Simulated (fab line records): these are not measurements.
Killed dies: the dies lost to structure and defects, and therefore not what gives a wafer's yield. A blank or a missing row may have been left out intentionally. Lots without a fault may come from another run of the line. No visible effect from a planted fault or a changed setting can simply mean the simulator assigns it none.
Split-lot trial :: flow n5 finfet :: route with 1938 steps; 7 lots, 21 wafers read

ON THE SPLIT
At N5_BEOL_M0_SAQP_PECVD_96 (deposits a-Si from SiH4/He, target thk 45 nm, time 45.2 s), the setting time s was moved away from the recipe's 45.2 s on 6 of the 21 wafers read, by -6.9% to +13.7%. This setting was run at the recipe's value on the other wafers.

The reading is taken at the split's own step.

THE READING
a-Si_of_BEOL_M0_SAQP_PECVD_96.thk nm (the simulator's own value, which no gauge read), in nm, at N5_BEOL_M0_SAQP_PECVD_96 (deposits a-Si from SiH4/He, target thk 45 nm, time 45.2 s). The file gives no usual value for it. Across the 15 wafers here that went through the recipe, the average is 45.0 nm and the standard deviation 0.64 nm.

wafer: L074.1
tool, chamber at the split: pecvd-02, 0
time s as run, s: 45.2
against the recipe: recipe
a-Si_of_BEOL_M0_SAQP_PECVD_96.thk nm, nm: 44
against lot-mates on the recipe: -

wafer: L074.3
tool, chamber at the split: pecvd-02, 1
time s as run, s: 45.2
against the recipe: recipe
a-Si_of_BEOL_M0_SAQP_PECVD_96.thk nm, nm: 44.4
against lot-mates on the recipe: -

wafer: L074.5
tool, chamber at the split: pecvd-02, 2
time s as run, s: 42.1
against the recipe: -6.9%
a-Si_of_BEOL_M0_SAQP_PECVD_96.thk nm, nm: 41.6
against lot-mates on the recipe: -2.6

wafer: L077.3
tool, chamber at the split: pecvd-03, 1
time s as run, s: 45.2
against the recipe: recipe
a-Si_of_BEOL_M0_SAQP_PECVD_96.thk nm, nm: 45.2
against lot-mates on the recipe: -

wafer: L077.4
tool, chamber at the split: pecvd-03, 1
time s as run, s: 45.2
against the recipe: recipe
a-Si_of_BEOL_M0_SAQP_PECVD_96.thk nm, nm: 45.4
against lot-mates on the recipe: -

wafer: L077.6
tool, chamber at the split: pecvd-03, 0
time s as run, s: 45.2
against the recipe: recipe
a-Si_of_BEOL_M0_SAQP_PECVD_96.thk nm, nm: 46
against lot-mates on the recipe: -

wafer: L080.2
tool, chamber at the split: pecvd-02, 2
time s as run, s: 45.2
against the recipe: recipe
a-Si_of_BEOL_M0_SAQP_PECVD_96.thk nm, nm: 45
against lot-mates on the recipe: -

wafer: L080.4
tool, chamber at the split: pecvd-02, 2
time s as run, s: 45.2
against the recipe: recipe
a-Si_of_BEOL_M0_SAQP_PECVD_96.thk nm, nm: 45.2
against lot-mates on the recipe: -

wafer: L080.6
tool, chamber at the split: pecvd-02, 1
time s as run, s: 45.2
against the recipe: recipe
a-Si_of_BEOL_M0_SAQP_PECVD_96.thk nm, nm: 45.8
against lot-mates on the recipe: -

wafer: L082.1
tool, chamber at the split: pecvd-03, 0
time s as run, s: 45.2
against the recipe: recipe
a-Si_of_BEOL_M0_SAQP_PECVD_96.thk nm, nm: 45
against lot-mates on the recipe: -

wafer: L082.2
tool, chamber at the split: pecvd-03, 2
time s as run, s: 51.37
against the recipe: +13.7%
a-Si_of_BEOL_M0_SAQP_PECVD_96.thk nm, nm: 50.6
against lot-mates on the recipe: +5.3

wafer: L082.6
tool, chamber at the split: pecvd-03, 1
time s as run, s: 45.2
against the recipe: recipe
a-Si_of_BEOL_M0_SAQP_PECVD_96.thk nm, nm: 45.6
against lot-mates on the recipe: -

wafer: L084.2
tool, chamber at the split: pecvd-03, 2
time s as run, s: 45.2
against the recipe: recipe
a-Si_of_BEOL_M0_SAQP_PECVD_96.thk nm, nm: 44.8
against lot-mates on the recipe: -

wafer: L084.4
tool, chamber at the split: pecvd-03, 1
time s as run, s: 50.16
against the recipe: +11.0%
a-Si_of_BEOL_M0_SAQP_PECVD_96.thk nm, nm: 51.2
against lot-mates on the recipe: +6.1

wafer: L084.6
tool, chamber at the split: pecvd-03, 2
time s as run, s: 45.2
against the recipe: recipe
a-Si_of_BEOL_M0_SAQP_PECVD_96.thk nm, nm: 45.4
against lot-mates on the recipe: -

wafer: L091.2
tool, chamber at the split: pecvd-01, 0
time s as run, s: 45.2
against the recipe: recipe
a-Si_of_BEOL_M0_SAQP_PECVD_96.thk nm, nm: 44.4
against lot-mates on the recipe: -

wafer: L091.3
tool, chamber at the split: pecvd-01, 1
time s as run, s: 45.2
against the recipe: recipe
a-Si_of_BEOL_M0_SAQP_PECVD_96.thk nm, nm: 45.2
against lot-mates on the recipe: -

wafer: L091.4
tool, chamber at the split: pecvd-01, 1
time s as run, s: 42.55
against the recipe: -5.9%
a-Si_of_BEOL_M0_SAQP_PECVD_96.thk nm, nm: 43
against lot-mates on the recipe: -1.8

wafer: L094.1
tool, chamber at the split: pecvd-02, 2
time s as run, s: 47.86
against the recipe: +5.9%
a-Si_of_BEOL_M0_SAQP_PECVD_96.thk nm, nm: 48
against lot-mates on the recipe: +4.4

wafer: L094.2
tool, chamber at the split: pecvd-02, 1
time s as run, s: 47.86
against the recipe: +5.9%
a-Si_of_BEOL_M0_SAQP_PECVD_96.thk nm, nm: 47.4
against lot-mates on the recipe: +3.8

wafer: L094.3
tool, chamber at the split: pecvd-02, 0
time s as run, s: 45.2
against the recipe: recipe
a-Si_of_BEOL_M0_SAQP_PECVD_96.thk nm, nm: 43.6
against lot-mates on the recipe: -

FIT RESULTS
A straight line over all 21 wafers: a-Si_of_BEOL_M0_SAQP_PECVD_96.thk nm changes by +0.46 nm for each +1% of time s; r = +0.96; the points scatter about the line by 0.67 nm.
The same after taking each lot's own level away (the mean of its wafers on the recipe; 21 wafers): +0.462 nm for each +1%; r = +0.96; scatter 0.64 nm.
Per that fit: largest time s move, reading shift of 6.3 nm.
The lots' own levels span 43.60 to 45.53 nm, that is 3.0 times the standard deviation above.
The two slopes are in agreement: the lot-to-lot level therefore moves the slope only a little.
Check: +7.35 nm against its lot-mates is what the line predicts for one of the wafers moved furthest among these (+13.7%) when that wafer is left out of the fit. It came out at +5.3 nm against them.

OTHER SPLITS APPLIED TO THESE WAFERS
These wafers also went through other splits before the reading. Each is held against what the fit with the lots' levels taken away leaves over:
other split on the same wafers: N5_SDB_HM_DEP_00 time s
wafers away from the commonest value: 5
r with a-Si_of_BEOL_M0_SAQP_PECVD_96.thk nm (lot level and that fit taken away): -0.11

other split on the same wafers: N5_HKMG_FIN_COAT_06 spin rpm
wafers away from the commonest value: 8
r with a-Si_of_BEOL_M0_SAQP_PECVD_96.thk nm (lot level and that fit taken away): -0.19

other split on the same wafers: N5_HKMG_FIN_DEVELOP_11 develop time s
wafers away from the commonest value: 8
r with a-Si_of_BEOL_M0_SAQP_PECVD_96.thk nm (lot level and that fit taken away): -0.48

other split on the same wafers: N5_MOL_CONTACT_COAG_ALD_27 ald cycles
wafers away from the commonest value: 8
r with a-Si_of_BEOL_M0_SAQP_PECVD_96.thk nm (lot level and that fit taken away): -0.14

other split on the same wafers: N5_MOL_CONTACT_COAG_PECVD_31 time s
wafers away from the commonest value: 9
r with a-Si_of_BEOL_M0_SAQP_PECVD_96.thk nm (lot level and that fit taken away): +0.26

other split on the same wafers: N5_MOL_CONTACT_COAG_VIA_ETCH_46 bias w
wafers away from the commonest value: 3
r with a-Si_of_BEOL_M0_SAQP_PECVD_96.thk nm (lot level and that fit taken away): -0.48

other split on the same wafers: N5_MOL_CONTACT_COAG_COAT_64 spin rpm
wafers away from the commonest value: 6
r with a-Si_of_BEOL_M0_SAQP_PECVD_96.thk nm (lot level and that fit taken away): -0.26

FILE'S OWN FIT
a-Si_of_BEOL_M0_SAQP_PECVD_96.thk nm changes by +0.454 nm for each +1% of time s, r = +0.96.
